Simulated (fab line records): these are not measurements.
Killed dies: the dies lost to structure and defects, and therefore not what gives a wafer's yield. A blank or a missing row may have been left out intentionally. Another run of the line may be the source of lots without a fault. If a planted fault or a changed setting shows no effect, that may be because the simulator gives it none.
fab line records	flow n5-finfet	part 2 of 2: steps 17 to 27 of 27
record lots=5	wafers=15	last-day=18
route steps=1938 shown GATE_CUT@493 MOL_CONTACT_COAG@517
lots that met no fault: from a run of the same line without faults
start-h: the number of hours between the record's first day and the start of the first shown wafer of the lot	wait-h: hours elapsed since this lot's preceding step	" the same as in the row above	L1.1+2: one row covering several wafers at once	- value missing, or start not given	* or withheld: withheld	< > ~ a bound
route shown NAME@n: names a module that has steps shown in the file, with the first one's number in the route	usual: mean/standard deviation of fault-free wafers	same: alike in all rows	chamber/n: place in a boat	sites: the reading at each site	_std_site: their standard deviation	_edge_site: inner sites' mean taken away from outer sites' mean	radius-mm: how far each site lies from the wafer's centre	mask NAME#n: copy n	behind: the tool/chamber that last shaped the wafer	hold: reason for holding the lot/hours on hold/outcome of the hold	device: which transistor (n, p or np) failed to switch	end of line: the tests these same wafers got at the end of their route	a step given without rows: its recipe and nothing more	killed: at the first sort, the dies lost to defects and structure; wafer yield is something else	map: a wafer's dies, marking killed ones x, the rest . and places with no die _
set.NAME: the setting that was run; set.NAME@STEP: the one run at that earlier step	model.NAME: the simulator's own value behind a step, which no gauge read
certain route steps with their lots: each step a table, each wafer a row
services: from which hour (start-h, from the record's first day; less than 0 if before it) a tool's chamber was out of use, for how many hours, and why
## steps
# step N5_GATE_CUT_SRD_52
# recipe dry=ipa-marangoni	time-s=30	temp-c=23	rinse-liquid=diw
lot.wafer	tool	chamber	start-h	wait-h
L078.2+3+5	wet-bench-03	0,7,4	107.65	0.0
L083.2+5+6	wet-bench-05	0,4,1	139.91	0.0
L093.1+3+6	wet-bench-01	7,6,0	201.01	0.0
L095.2+3+6	wet-bench-01	7,2,0	207.65	0.0
L096.1+3+5	wet-bench-05	5,7,1	219.39	0.0
# step N5_GATE_CUT_ALD_22
# recipe material=SiNx	target-thk-a=160	temp-c=400	ald-precursor-family=SiH2I2	ald-co-reactant=N2/H2-plasma	pulse-time-s=1	ald-cycles=320	purge-time-s=2	co-reactant-purge-time-s=2	pressure-torr=2
# usual chamber-pressure-Torr=2.000/0.0042	heater-power-w=875/79	precursor-pulse-height-rel=0.998/0.021
lot.wafer	tool	chamber	start-h	wait-h	chamber-pressure-Torr	heater-power-w	precursor-pulse-height-rel	since-wet-clean-h
L078.2	ald-sin-01	0	107.70	0.0	1.997	843	0.975	206
L078.3	"	3	"	"	1.993	824	1.003	206
L078.5	"	1	"	"	1.999	772	1.010	-
L083.2	ald-sin-01	0	139.95	0.0	2.010	845	0.984	238
L083.5	"	3	"	"	1.998	834	1.012	-
L083.6	"	2	"	"	2.001	976	0.996	-
L093.1	ald-sin-01	0	201.06	0.0	1.999	839	1.028	299
L093.3	"	1	"	"	2.003	787	1.016	299
L093.6	"	3	"	"	2.003	817	1.022	-
L095.2	ald-sin-01	0	207.69	0.0	2.006	837	1.001	306
L095.3	"	3	"	"	1.999	835	0.958	306
L095.6	"	1	"	"	2.000	778	1.011	-
L096.1	ald-sin-01	2	219.44	0.0	2.000	971	1.012	317
L096.3	"	0	"	"	1.995	834	1.010	317
L096.5	"	1	"	"	1.997	791	1.016	-
# step N5_GATE_CUT_CMP_23
# recipe stop-on=SiO2	t-overpolish-s=23.4	post-cmp-clean=alkaline-brush	down-force-psi=2.5	platen-rpm=51.8	pad-velocity-m-s=1.0307	target-thk-nm=16
# usual motor-current-A=9.6/1	overpolish-run-s=23.401/0.0093	time-to-endpoint-s=19.2/2.7
lot.wafer	tool	chamber	start-h	wait-h	motor-current-A	overpolish-run-s	time-to-endpoint-s
L078.2	cmp-04	0	109.19	0.8	8.4	23.411	22.7
L078.3	"	3	"	"	12.1	23.421	22.0
L078.5	"	0	"	"	8.8	23.404	19.3
L083.2	cmp-04	3	141.56	0.9	11.8	23.403	18.7
L083.5	"	0	"	"	8.9	23.416	15.5
L083.6	"	1	"	"	9.0	23.387	20.9
L093.3	cmp-04	0	202.71	0.9	9.0	23.400	17.1
L093.1	"	2	"	"	8.0	23.403	18.1
L093.6	"	3	"	"	12.4	23.404	19.1
L095.2	cmp-02	2	209.18	0.8	9.9	23.402	20.4
L095.3	"	0	"	"	9.1	23.407	22.3
L095.6	"	3	"	"	9.7	23.399	17.6
L096.3	cmp-01	0	220.97	0.8	9.2	23.399	21.0
L096.1	"	2	"	"	8.1	23.406	17.7
L096.5	"	3	"	"	9.1	23.396	23.3
# step N5_GATE_CUT_THK_MEAS_24
# recipe reads=SiO2_of_GATE_CUT_HM_DEP_46+SiO2_flowable_of_ILD0_FCVD_FILL_01
# usual GC_FILL_THK=219.6/2.1
lot.wafer	tool	chamber	start-h	wait-h	GC_FILL_THK[nm]
L078.2	film-metro-02	-	109.49	-	216.8
L078.3	"	-	"	"	216.7
L078.5	"	-	"	"	215.2
L083.2	film-metro-01	-	141.74	-	215.9
L083.5	"	-	"	"	220.2
L083.6	"	-	"	"	221.1
L093.1	film-metro-02	-	202.96	-	218.6
L093.3	"	-	"	"	219.0
L093.6	"	-	"	"	220.2
L095.2	film-metro-02	-	209.48	-	217.3
L095.3	"	-	"	"	218.6
L095.6	"	-	"	"	218.6
L096.1	film-metro-01	-	221.22	-	217.4
L096.3	"	-	"	"	221.1
L096.5	"	-	"	"	219.4
# step N5_GATE_CUT_CMP_43
# recipe material=SiO2	post-cmp-clean=rinse-only
# usual motor-current-A=12.6/1.3
lot.wafer	tool	chamber	start-h	wait-h	motor-current-A
L078.2	cmp-02	2	109.52	0.0	14.2
L078.3	"	1	"	"	13.8
L078.5	"	3	"	"	13.1
L083.2	cmp-01	2	141.93	0.2	11.9
L083.5	"	0	"	"	11.6
L083.6	"	1	"	"	13.9
L093.1	cmp-02	0	202.99	0.0	13.1
L093.3	"	1	"	"	13.5
L093.6	"	1	"	"	13.7
L095.3	cmp-01	3	209.51	0.0	11.9
L095.2	"	1	"	"	12.8
L095.6	"	3	"	"	13.0
L096.3	cmp-01	0	221.33	0.1	11.6
L096.1	"	2	"	"	12.2
L096.5	"	0	"	"	12.4
# step N5_GATE_CUT_CMP_61
# recipe stop-on=SiNx	t-overpolish-s=3	post-cmp-clean=alkaline-brush	down-force-psi=4	platen-rpm=27.09	pad-velocity-m-s=0.539
# usual motor-current-A=12.7/1.3
lot.wafer	tool	chamber	start-h	wait-h	motor-current-A
L078.2	cmp-02	2	110.00	0.4	14.2
L078.3	"	1	"	"	13.9
L078.5	"	3	"	"	13.4
L083.2	cmp-01	2	142.31	0.3	12.0
L083.5	"	0	"	"	11.9
L083.6	"	1	"	"	13.7
L093.1	cmp-02	0	203.47	0.4	11.6
L093.3	"	1	"	"	13.8
L093.6	"	1	"	"	13.6
L095.3	cmp-01	3	209.99	0.4	12.3
L095.2	"	1	"	"	13.5
L095.6	"	3	"	"	12.8
L096.3	cmp-01	0	221.76	0.3	11.9
L096.1	"	2	"	"	11.8
L096.5	"	0	"	"	11.6
# step N5_GATE_CUT_INSPECT_26
# recipe inspect-instrument=darkfield	mode=post-cmp
# usual raw-defect-count=35/15
lot.wafer	tool	chamber	start-h	wait-h	raw-defect-count
L078.2	defect-inspect-02	-	110.23	0.0	43
L078.3	"	-	"	"	57
L078.5	"	-	"	"	34
L083.2	defect-inspect-01	-	142.48	0.0	27
L083.5	"	-	"	"	34
L083.6	"	-	"	"	42
L093.1	defect-inspect-01	-	203.71	0.0	30
L093.3	"	-	"	"	28
L093.6	"	-	"	"	37
L095.2	defect-inspect-02	-	210.22	0.0	30
L095.3	"	-	"	"	19
L095.6	"	-	"	"	48
L096.1	defect-inspect-02	-	221.96	0.0	56
L096.3	"	-	"	"	27
L096.5	"	-	"	"	28
# step N5_MOL_CONTACT_COAG_COAT_103
# recipe resist=SOC	temp-c=250	time-s=60	spin-rpm=1500	resist-thk-nm=80
# usual heater-power-total-W=500.2/1.8
lot.wafer	tool	chamber	start-h	wait-h	heater-power-total-W
L078.2	litho-track-02	0	110.26	0.0	502.8
L078.3	"	0	"	"	499.1
L078.5	"	0	"	"	502.0
L083.2	litho-track-02	0	142.51	0.0	501.6
L083.5	"	0	"	"	501.1
L083.6	"	0	"	"	499.7
L093.1	litho-track-02	0	203.74	0.0	502.4
L093.3	"	0	"	"	500.7
L093.6	"	0	"	"	497.7
L095.2	litho-track-02	0	210.25	0.0	499.7
L095.3	"	0	"	"	500.5
L095.6	"	0	"	"	501.0
L096.1	litho-track-03	0	222.00	0.0	498.0
L096.3	"	0	"	"	497.7
L096.5	"	0	"	"	497.7
# step N5_MOL_CONTACT_COAG_COAT_104
# recipe resist=SiARC	temp-c=220	time-s=60	spin-rpm=1500	resist-thk-nm=12
# usual heater-power-total-W=427.7/2
lot.wafer	tool	chamber	start-h	wait-h	heater-power-total-W
L078.2	litho-track-02	0	-	-	425.8
L078.3	"	0	"	"	429.3
L078.5	"	0	"	"	427.8
L083.2	litho-track-02	0	-	-	425.8
L083.5	"	0	"	"	426.7
L083.6	"	0	"	"	430.3
L093.1	litho-track-02	0	-	-	428.8
L093.3	"	0	"	"	425.5
L093.6	"	0	"	"	430.1
L095.2	litho-track-02	0	-	-	426.8
L095.3	"	0	"	"	427.0
L095.6	"	0	"	"	427.2
L096.1	litho-track-03	0	-	-	425.1
L096.3	"	0	"	"	427.3
L096.5	"	0	"	"	427.5
# step N5_MOL_CONTACT_COAG_COAT_58
# recipe resist=underlayer	temp-c=205	time-s=60	spin-rpm=1500	resist-thk-nm=10
# usual heater-power-total-W=391.7/1.2
lot.wafer	tool	chamber	start-h	wait-h	heater-power-total-W
L078.2	litho-track-02	0	-	-	391.1
L078.3	"	0	"	"	390.2
L078.5	"	0	"	"	392.9
L083.2	litho-track-02	0	-	-	390.4
L083.5	"	0	"	"	392.1
L083.6	"	0	"	"	393.3
L093.1	litho-track-02	0	-	-	390.0
L093.3	"	0	"	"	391.8
L093.6	"	0	"	"	389.4
L095.2	litho-track-02	0	-	-	392.8
L095.3	"	0	"	"	390.3
L095.6	"	0	"	"	391.7
L096.1	litho-track-03	0	-	-	390.3
L096.3	"	0	"	"	390.8
L096.5	"	0	"	"	391.4
# step N5_MOL_CONTACT_COAG_COAT_02
# recipe resist=CAR-EUV	spin-rpm=1500	resist-thk-nm=30
lot.wafer	tool	chamber	start-h	wait-h
L078.2+3+5	litho-track-02	0	-	-
L083.2+5+6	litho-track-02	0	-	-
L093.1+3+6	litho-track-02	0	-	-
L095.2+3+6	litho-track-02	0	-	-
L096.1+3+5	litho-track-03	0	-	-
## services
tool	chamber	start-h	hours	kind
cmp-01	-	84.11	1.6	repair
cmp-04	-	86.56	0.5	repair
cmp-01	-	89.03	4.0	pm
rie-diel-03	2	91.92	5.7	repair
cmp-04	-	92.34	4.0	pm
cmp-01	-	93.03	-	consumable-replace:conditioner
plasma-asher-02	-	104.20	2.8	pm
rie-diel-03	2	104.37	62.3	repair
cmp-02	-	104.74	0.3	repair
rie-diel-04	-	122.71	2.8	pm
cmp-04	-	159.07	7.2	repair
rie-diel-03	3	166.76	-	clean
rie-diel-03	3	166.76	-	consumable-replace:focus-ring
rie-diel-03	3	166.76	20.0	scheduled-down
rie-diel-03	3	166.76	20.0	vent-cycle
cmp-01	-	168.40	1.6	repair
cmp-04	-	175.55	10.8	pm
cmp-02	-	183.85	5.1	pm
wet-bench-05	-	189.46	7.8	repair
cmp-04	-	194.07	0.7	repair
rie-metal-02	1	198.71	15.0	repair
cmp-04	-	208.17	5.1	repair
rie-diel-06	0	211.47	8.5	repair
cmp-02	-	220.59	2.2	repair
